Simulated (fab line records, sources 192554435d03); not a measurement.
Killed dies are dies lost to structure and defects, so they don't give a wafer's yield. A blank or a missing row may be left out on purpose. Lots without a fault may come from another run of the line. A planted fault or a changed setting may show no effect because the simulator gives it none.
Chamber matching | flow n5_finfet | N5_GATE_CUT_ETCH_37 on rie_diel-01: 4 sister chambers
The step etches SOC in N2/H2, target depth 60 nm, overetch 12 nm, time 90 s. 8 wafers are shown with their chamber, then 9 later ones without.

WAFERS WITH THEIR CHAMBER
wafer  | chamber | drypump_motor_current_A (A) | showerhead_plenum_p_Torr (Torr)
L079.5 | 2       | 5.7                         | 2.65
L080.6 | 1       | 5.9                         | 2.68
L087.2 | 0       | 5.8                         | 2.58
L088.4 | 0       | 5.8                         | 2.58
L088.5 | 3       | 6.4                         | 2.52
L090.1 | 3       | 6.3                         | 2.52
L090.4 | 1       | 5.9                         | 2.68
L090.5 | 2       | 5.7                         | 2.64

WAFERS WITHOUT THEIR CHAMBER
wafer  | drypump_motor_current_A (A) | showerhead_plenum_p_Torr (Torr)
L094.1 | 5.9                         | 2.67
L094.4 | 5.7                         | 2.64
L094.5 | 5.7                         | 2.64
L095.1 | 5.7                         | 2.64
L095.4 | 5.9                         | 2.67
L095.6 | 5.7                         | 2.64
L096.3 | 5.8                         | 2.58
L096.5 | 5.7                         | 2.64
L096.6 | 6.3                         | 2.52

WHICH CHAMBER EACH WENT THROUGH
wafer  | from the rows above | in truth
L094.1 | 1                   | 1
L094.4 | 2                   | 2
L094.5 | 2                   | 2
L095.1 | 2                   | 2
L095.4 | 1                   | 1
L095.6 | 2                   | 2
L096.3 | 0                   | 0
L096.5 | 2                   | 2
L096.6 | 3                   | 3
Placed correctly: 9 of 9. Can't be placed from these rows: 0. Placed wrongly: 0.
How it was worked out, from the rows above alone: a wafer's distance from a chamber is the root of the sum, over the readings, of the square of ((its reading less the chamber's mean) divided by the reading's scatter). The wafer belongs to the nearest chamber; if the next one is less than 2 further off, it can't be placed. A chamber's mean is the mean of its shown wafers. The scatter: the root of (the sum of the squares of (reading less its chamber's mean) over the shown wafers, divided by (wafers less chambers)).
